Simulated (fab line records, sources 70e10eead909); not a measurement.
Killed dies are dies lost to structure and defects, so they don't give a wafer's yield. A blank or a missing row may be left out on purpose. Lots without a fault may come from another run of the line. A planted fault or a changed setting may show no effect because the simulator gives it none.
A struck lot beside a sound one | flow nand_harc | 15 steps out of a route of 1159
Sound: wafers L186.1, L186.4, L186.6. Struck: wafers L191.3, L191.4, L191.6. The cause comes at the end.
At each step with rows: each side's tool, then ch and its chambers, then its first start. Under that, the readings that differ: sound wafers | struck wafers | difference of the means | sigmas: that difference in standard deviations of wafers without a fault.
alike: readings whose means differ by less than 2 such deviations, and words and numbers that are the same on both sides. not compared: withheld readings, readings that some wafer has no value for, bounds like >300 that may hide the same value, and numbers for which the record gives no deviation and whose values overlap.
The two part at a step that has a row with sigmas, a row that says differs or no value, or rows on one side only. Numbers that don't overlap but have no deviation are shown without sigmas and don't part them. A reading that every wafer of one side lacks parts them only if that side has two wafers or more.

NHARC_A_CHANNEL_FILL_D1_ETCHBACK_20: etches the open film in C4F8/O2/Ar, target depth 27 nm, time 13.5 s.
  sound on rie_diel-03 ch 1,2,3, day 11 06:58; struck on rie_diel-06 ch 0,1,2, day 13 15:14
  alike: oes_product_au, rf_vpp_V
  not compared: rf_hours_counter_h
NHARC_A_CHANNEL_FILL_D1_STRIP_28: strips in O2, time 20 s.
  sound on rie_diel-03 ch 0,3, day 11 07:02; struck on rie_diel-06 ch 0,1,2, day 13 15:20
  alike: drypump_motor_current_A, oes_product_au, rf_vpp_V, showerhead_plenum_p_Torr, throttle_valve_pct
  not compared: rf_hours_counter_h
then, 4 steps without rows for these wafers: NHARC_A_CHANNEL_FILL_D1_PRECLEAN_21 (cleans in dHF, time 30 s); NHARC_A_CHANNEL_FILL_D1_SRD_23; NHARC_A_CHANNEL_FILL_D1_CVD_05 (deposits poly-Si, target thk 5 nm); NHARC_A_CHANNEL_FILL_D1_ANNEAL_22 (time 7200 s).
NHARC_A_CHANNEL_FILL_D1_THK_MEAS_06: measures by ellipsometry.
  sound on film_metro-02, day 11 18:28; struck on film_metro-02, day 14 03:07
  alike: thk_nm
NHARC_A_CHANNEL_FILL_D1_ALD_25: deposits SiOx, target thk 60 nm, pulse time 10 s, ald cycles 600.
  sound on ald_hk-04 ch 0,2, day 11 18:31; struck on ald_hk-04 ch 0,1, day 14 04:23
  alike: heater_power_w, precursor_pulse_height_rel
NHARC_A_CHANNEL_FILL_D1_ETCHBACK_08: etches the open film in C4F8, target depth 220 nm, time 110 s.
  sound on rie_diel-03 ch 0,1,3; struck on rie_diel-03 ch 0,2,3
  alike: oes_product_au, rf_vpp_V
  not compared: rf_hours_counter_h
NHARC_A_CHANNEL_FILL_D1_STRIP_29: strips in O2, time 20 s.
  sound on rie_diel-03 ch 1,3; struck on rie_diel-03 ch 0,1,3
  alike: drypump_motor_current_A, oes_product_au, rf_vpp_V, showerhead_plenum_p_Torr, throttle_valve_pct
  not compared: rf_hours_counter_h
then, 2 steps without rows for these wafers: NHARC_A_CHANNEL_FILL_D1_PRECLEAN_30 (cleans in dHF, time 30 s); NHARC_A_CHANNEL_FILL_D1_SRD_31.
NHARC_A_CHANNEL_FILL_D1_CVD_09: deposits poly-Si, target thk 150 nm, time 3000 s.
  sound on lpcvd_poly-03 ch 0, day 12 02:34; struck on lpcvd_poly-03, day 14 14:52
  no value came back on the struck wafers for pressure_mtorr (mTorr), run_length_s (s), zone_power_lower_pct (%); on the sound wafers pressure_mtorr (mTorr) reads 199.8 200.0 199.7
NHARC_A_CHANNEL_FILL_D1_CMP_10: polishes, target thk 150 nm.
  sound on cmp-03 ch 1,3, day 12 05:50; struck on cmp-03 ch 1,2, day 14 18:02
  reading                | sound          | struck      | difference | sigmas
  time_to_endpoint_s (s) | 14.4 13.2 15.7 | 3.7 6.8 6.6 | -8.7       | -4
  alike: motor_current_A
-- the record jumps here: 9 days lie between the struck wafers' starts before and after (it left off in module A_CHANNEL_FILL_D1 and takes up again in module END, whose first step shown is number 1159 of the route) --
NHARC_END_SORT_01:
  sound on prober-01 ch 0, day 21 08:18; struck on prober-02 ch 0, day 23 08:57
  reading         | sound | struck      | difference | sigmas
  killed_at_array | 17    | 671 665 673 | +653       | +69
  killed_dies     | 25    | 677 677 677 | +652       | +65
  alike: killed_at_other, killed_at_periphery, killed_open, killed_short

WHERE THEY PART
First at NHARC_A_CHANNEL_FILL_D1_CVD_09; last, within this record, at NHARC_END_SORT_01.

WHY: what the simulator had put in
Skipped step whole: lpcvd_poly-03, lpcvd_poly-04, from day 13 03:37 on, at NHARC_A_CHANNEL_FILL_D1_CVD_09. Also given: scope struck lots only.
